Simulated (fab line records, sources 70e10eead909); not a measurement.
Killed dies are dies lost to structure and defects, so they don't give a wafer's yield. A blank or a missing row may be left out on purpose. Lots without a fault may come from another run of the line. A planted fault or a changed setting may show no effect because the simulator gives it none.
Which tool did it? | flow nand_harc | 24 lots, 72 wafers sampled, at 4 steps of a route of 1159

WHAT THE GAUGES READ, wafer by wafer
NHARC_A_ONON_D1_THK_MEAS_18: measures by ellipsometry. Usual: thk_nm 999 nm, standard deviation 9.6.
lot  | measured     | on            | thk_nm (nm)    | flag
L074 | day 8 09:17  | film_metro-02 | 992 995 993    |
L075 | day 8 09:19  | film_metro-01 | 1006 1002 1005 |
L076 | day 8 18:10  | film_metro-01 | 989 989 990    |
L077 | day 8 18:08  | film_metro-02 | 989 987 988    |
L078 | day 8 18:07  | film_metro-01 | 1005 1005 1005 |
L079 | day 9 06:40  | film_metro-02 | 991 989 992    |
L081 | day 9 18:23  | film_metro-02 | 991 992 994    |
L080 | day 9 18:23  | film_metro-01 | 1007 1007 1006 |
L083 | day 10 04:17 | film_metro-01 | 1000 998 1001  |
L082 | day 10 04:17 | film_metro-01 | 1011 1009 1011 |
L084 | day 10 04:17 | film_metro-02 | 1017 1015 1015 |
L086 | day 11 05:32 | film_metro-02 | 997 1000 999   |
L087 | day 11 05:11 | film_metro-02 | 1002 1003 1001 |
L085 | day 11 05:12 | film_metro-02 | 996 997 995    |
L088 | day 11 05:11 | film_metro-01 | 1003 1004 1004 |
L090 | day 12 00:17 | film_metro-02 | 995 994 994    |
L089 | day 12 00:16 | film_metro-02 | 984 985 984    |
L091 | day 12 05:17 | film_metro-02 | 997 996 996    |
L092 | day 12 05:18 | film_metro-02 | 997 995 994    |
L093 | day 12 20:59 | film_metro-01 | 1009 1010 1009 |
L094 | day 12 20:59 | film_metro-01 | 1008 1007 1008 |
L095 | day 12 21:00 | film_metro-01 | 992 990 993    |
L096 | day 13 05:03 | film_metro-01 | 988 987 986    |
L097 | day 13 18:55 | film_metro-02 | 1024 1023 1023 |

NHARC_A_CHANNEL_HOLE_D1_CD_MEAS_18. Usual: cd_nm 99.1 nm, standard deviation 2.9.
lot  | measured     | on        | cd_nm (nm)       | flag
L074 | day 8 18:08  | cd_sem-03 | 105.3 99.8 99.7  |
L075 | day 8 19:47  | cd_sem-01 | 99.1 98.0 101.9  |
L076 | day 9 05:31  | cd_sem-03 | 99.0 98.1 99.2   |
L077 | day 9 05:29  | cd_sem-02 | 107.4 100.4 98.8 |
L078 | day 9 04:37  | cd_sem-03 | 101.3 101.5 99.8 |
L079 | day 9 13:31  | cd_sem-03 | 98.0 95.9 95.8   |
L081 | day 10 01:56 | cd_sem-01 | 95.6 102.9 102.3 |
L080 | day 10 01:23 | cd_sem-02 | 96.1 101.2 92.5  |
L083 | day 10 11:11 | cd_sem-02 | 97.8 99.2 98.1   |
L082 | day 10 12:53 | cd_sem-03 | 99.3 101.5 97.3  |
L084 | day 10 11:51 | cd_sem-03 | 96.8 99.0 103.2  |
L086 | day 11 17:11 | cd_sem-03 | 98.6 94.3 95.2   |
L087 | day 11 14:46 | cd_sem-03 | 95.9 96.8 98.7   |
L085 | day 11 16:43 | cd_sem-03 | 100.2 97.5 97.0  |
L088 | day 11 16:30 | cd_sem-02 | 98.5 94.9 97.1   |
L090 | day 12 07:05 | cd_sem-03 | 97.2 97.5 99.8   |
L089 | day 12 07:08 | cd_sem-02 | 98.7 97.5 96.0   |
L091 | day 12 11:59 | cd_sem-03 | 99.2 99.4 99.5   |
L092 | day 12 12:34 | cd_sem-02 | 94.8 94.8 98.7   |
L093 | day 13 03:52 | cd_sem-03 | 100.9 100.9 96.4 |
L094 | day 13 03:43 | cd_sem-02 | 97.0 100.6 100.0 |
L095 | day 13 03:52 | cd_sem-01 | 102.8 97.7 101.2 |
L096 | day 13 14:37 | cd_sem-02 | 99.2 100.0 102.3 |
L097 | day 14 02:52 | cd_sem-02 | 94.7 96.6 97.8   |

WHICH TOOL RAN EACH LOT (tool, then ch and the chambers of the sampled wafers, then the start)
lot  | NHARC_P_BONDPAD_DESCUM_11          | NHARC_A_CHANNEL_HOLE_D1_DESCUM_15
L074 | rie_diel-03 ch 0,1,3, day 6 19:44  | rie_diel-09 ch 1,2,3, day 8 17:01
L075 | rie_diel-03 ch 0,1,2, day 6 20:15  | rie_diel-12 ch 0,1,3, day 8 18:40
L076 | rie_diel-03 ch 1,2, day 7 02:59    | rie_diel-12 ch 1,2,3, day 9 04:25
L077 | rie_diel-03 ch 0,1,3, day 7 04:19  | rie_diel-09 ch 0,2,3, day 9 04:23
L078 | rie_diel-01 ch 0,1,2, day 7 04:47  | rie_diel-12 ch 2,3, day 9 03:31
L079 | rie_diel-03 ch 0,1,3, day 7 18:17  | rie_diel-11 ch 0,1, day 9 12:24
L081 | rie_diel-03 ch 0,1,3, day 8 05:24  | rie_diel-09 ch 1,2, day 10 00:50
L080 | rie_diel-03 ch 0,3, day 8 06:14    | rie_diel-11 ch 0,3, day 10 00:17
L083 | rie_diel-03 ch 1,2,3, day 8 14:16  | rie_diel-11 ch 0,2,3, day 10 10:05
L082 | rie_diel-08 ch 1,3, day 8 17:20    | rie_diel-12 ch 1,2,3, day 10 11:47
L084 | rie_diel-01 ch 0,3, day 8 18:07    | rie_diel-09 ch 0,1, day 10 10:45
L086 | rie_diel-03 ch 1,2, day 9 15:27    | rie_diel-11 ch 1,2, day 11 15:46
L087 | rie_diel-01 ch 1,2,3, day 9 15:46  | rie_diel-11 ch 0,1,2, day 11 13:38
L085 | rie_diel-03 ch 1,3, day 9 16:10    | rie_diel-12 ch 1,2,3, day 11 15:36
L088 | rie_diel-08 ch 1,3, day 9 18:11    | rie_diel-11 ch 1,3, day 11 15:24
L090 | rie_diel-03 ch 1,2,3, day 10 08:52 | rie_diel-09 ch 0,2, day 12 05:59
L089 | rie_diel-03 ch 0,1,3, day 10 09:35 | rie_diel-11 ch 0,1,2, day 12 05:56
L091 | rie_diel-08 ch 0,1,2, day 10 16:20 | rie_diel-12 ch 0,1,3, day 12 10:54
L092 | rie_diel-03 ch 0,3, day 10 18:47   | rie_diel-09 ch 1,2,3, day 12 11:28
L093 | rie_diel-03 ch 0,2, day 11 04:02   | rie_diel-12 ch 1,2,3, day 13 02:33
L094 | rie_diel-03 ch 0,3, day 11 09:23   | rie_diel-11 ch 2,3, day 13 02:37
L095 | rie_diel-01 ch 0,1,3, day 11 10:44 | rie_diel-09 ch 2,3, day 13 02:45
L096 | rie_diel-03 ch 1,2, day 11 15:21   | rie_diel-11 ch 0,2,3, day 13 13:32
L097 | rie_diel-03 ch 1,2, day 12 02:14   | rie_diel-11 ch 0,2,3, day 14 01:46
- NHARC_P_BONDPAD_DESCUM_11: chemistry O2, time 3 s.
- NHARC_A_CHANNEL_HOLE_D1_DESCUM_15: chemistry O2, time 3 s.

WHAT THE TOOLS THEMSELVES READ (means of the sampled wafers that have a number; where no wafer has one, the mark that the record gives instead)
NHARC_P_BONDPAD_DESCUM_11. Usual: drypump_motor_current_A 5.8 A, standard deviation 0.33; oes_product_au 0.997 a.u., standard deviation 0.011; rf_vpp_V 57.6 V, standard deviation 0.96; showerhead_plenum_p_Torr 1.90 Torr, standard deviation 0.05; throttle_valve_pct 11.311 %, standard deviation 0.0096.
lot  | tool        | drypump_motor_current_A (A) | oes_product_au (a.u.) | rf_vpp_V (V) | showerhead_plenum_p_Torr (Torr) | throttle_valve_pct (%) | flag
L074 | rie_diel-03 | 5.8                         | 0.996                 | 57.0         | 1.88                            | 11.317                 |
L075 | rie_diel-03 | 5.8                         | 0.998                 | 57.2         | 1.89                            | 11.318                 |
L076 | rie_diel-03 | 6.0                         | 1.005                 | 57.8         | 1.88                            | 11.318                 |
L077 | rie_diel-03 | 5.8                         | 0.990                 | 58.9         | 1.88                            | 11.314                 |
L078 | rie_diel-01 | 6.1                         | 0.996                 | 57.5         | 1.92                            | 11.313                 |
L079 | rie_diel-03 | 5.8                         | 1.001                 | 57.6         | 1.88                            | 11.307                 |
L081 | rie_diel-03 | 5.8                         | 0.997                 | 56.8         | 1.88                            | 11.313                 |
L080 | rie_diel-03 | 5.9                         | 0.995                 | 57.5         | 1.91                            | 11.313                 |
L083 | rie_diel-03 | 6.0                         | 0.998                 | 58.0         | 1.91                            | 11.306                 |
L082 | rie_diel-08 | 5.2                         | 0.988                 | 58.3         | 1.94                            | 11.303                 |
L084 | rie_diel-01 | 5.9                         | 0.992                 | 57.2         | 1.83                            | 11.307                 |
L086 | rie_diel-03 | 5.9                         | 0.986                 | 58.4         | 1.91                            | 11.312                 |
L087 | rie_diel-01 | 5.7                         | 1.001                 | 57.2         | 1.89                            | 11.315                 |
L085 | rie_diel-03 | 6.0                         | 0.998                 | 57.2         | 1.90                            | 11.310                 |
L088 | rie_diel-08 | 5.1                         | 1.001                 | 57.2         | 1.91                            | 11.310                 |
L090 | rie_diel-03 | 6.0                         | 1.000                 | 57.5         | 1.91                            | 11.313                 |
L089 | rie_diel-03 | 5.8                         | 0.994                 | 57.5         | 1.88                            | 11.310                 |
L091 | rie_diel-08 | 5.7                         | 0.996                 | 57.3         | 1.89                            | 11.316                 |
L092 | rie_diel-03 | 5.6                         | 1.001                 | 56.8         | 1.88                            | 11.310                 |
L093 | rie_diel-03 | 5.7                         | 1.000                 | 57.9         | 1.91                            | 11.307                 |
L094 | rie_diel-03 | 5.6                         | 1.000                 | 56.0         | 1.88                            | 11.313                 |
L095 | rie_diel-01 | 5.9                         | 0.990                 | 57.9         | 1.88                            | 11.312                 |
L096 | rie_diel-03 | 5.9                         | 1.005                 | 57.7         | 1.91                            | 11.316                 |
L097 | rie_diel-03 | 5.9                         | 1.000                 | 58.7         | 1.91                            | 11.303                 |

NHARC_A_CHANNEL_HOLE_D1_DESCUM_15. Usual: drypump_motor_current_A 5.8 A, standard deviation 0.31; oes_product_au 1.005 a.u., standard deviation 0.013; rf_vpp_V 57.8 V, standard deviation 0.81; showerhead_plenum_p_Torr 1.93 Torr, standard deviation 0.078; throttle_valve_pct 11.311 %, standard deviation 0.0097.
lot  | tool        | drypump_motor_current_A (A) | oes_product_au (a.u.) | rf_vpp_V (V) | showerhead_plenum_p_Torr (Torr) | throttle_valve_pct (%) | flag
L074 | rie_diel-09 | 5.9                         | 0.996                 | 57.7         | 1.98                            | 11.310                 |
L075 | rie_diel-12 | 5.8                         | 1.019                 | 57.5         | 1.96                            | 11.310                 |
L076 | rie_diel-12 | 6.0                         | 1.019                 | 58.0         | 1.90                            | 11.307                 |
L077 | rie_diel-09 | 5.8                         | 0.990                 | 58.0         | 1.92                            | 11.313                 |
L078 | rie_diel-12 | 6.0                         | 1.015                 | 58.6         | 1.94                            | 11.311                 |
L079 | rie_diel-11 | 5.9                         | 1.011                 | 57.9         | 1.93                            | 11.306                 |
L081 | rie_diel-09 | 6.0                         | 0.983                 | 58.1         | 2.00                            | 11.326                 |
L080 | rie_diel-11 | 6.0                         | 1.007                 | 57.8         | 1.97                            | 11.311                 |
L083 | rie_diel-11 | 5.8                         | 1.014                 | 58.6         | 1.94                            | 11.311                 |
L082 | rie_diel-12 | 6.0                         | 0.999                 | 57.7         | 1.90                            | 11.316                 |
L084 | rie_diel-09 | 5.7                         | 1.003                 | 58.9         | 1.93                            | 11.316                 |
L086 | rie_diel-11 | 5.7                         | 1.008                 | 58.1         | 1.91                            | 11.313                 |
L087 | rie_diel-11 | 5.9                         | 1.013                 | 57.4         | 1.91                            | 11.323                 |
L085 | rie_diel-12 | 6.0                         | 1.003                 | 58.0         | 1.90                            | 11.315                 |
L088 | rie_diel-11 | 5.4                         | 1.011                 | 57.4         | 2.00                            | 11.309                 |
L090 | rie_diel-09 | 5.7                         | 1.001                 | 57.8         | 1.87                            | 11.318                 |
L089 | rie_diel-11 | 5.9                         | 1.009                 | 57.2         | 1.91                            | 11.304                 |
L091 | rie_diel-12 | 5.8                         | 0.997                 | 57.8         | 1.95                            | 11.313                 |
L092 | rie_diel-09 | 5.9                         | 0.994                 | 58.2         | 1.98                            | 11.307                 |
L093 | rie_diel-12 | 6.0                         | 1.009                 | 58.3         | 1.90                            | 11.305                 |
L094 | rie_diel-11 | 5.6                         | 1.004                 | 56.9         | 1.92                            | 11.315                 |
L095 | rie_diel-09 | 6.0                         | 1.011                 | 57.9         | 1.98                            | 11.309                 |
L096 | rie_diel-11 | 5.8                         | 1.005                 | 57.1         | 1.94                            | 11.309                 |
L097 | rie_diel-11 | 5.8                         | 1.006                 | 57.5         | 1.94                            | 11.306                 |

THE ANSWER, worked out from the rows above alone
Rule: a lot is off if the mean of its wafers that have a number lies more than 3 standard deviations from the usual mean. A lot without any number at a reading at which 4 lots or more have one is off too. The other lots that the step has rows for count as sound. The gauges are gone through in route order, then the tools' own readings, and for those a lot's mean is taken as printed above. The first step at which some lot is off is used, and at that step the reading that is off furthest; a lot without a number counts as furthest.
No lot is off at any reading shown: from this, nothing can be told.

WHAT THE SIMULATOR HAD PUT IN
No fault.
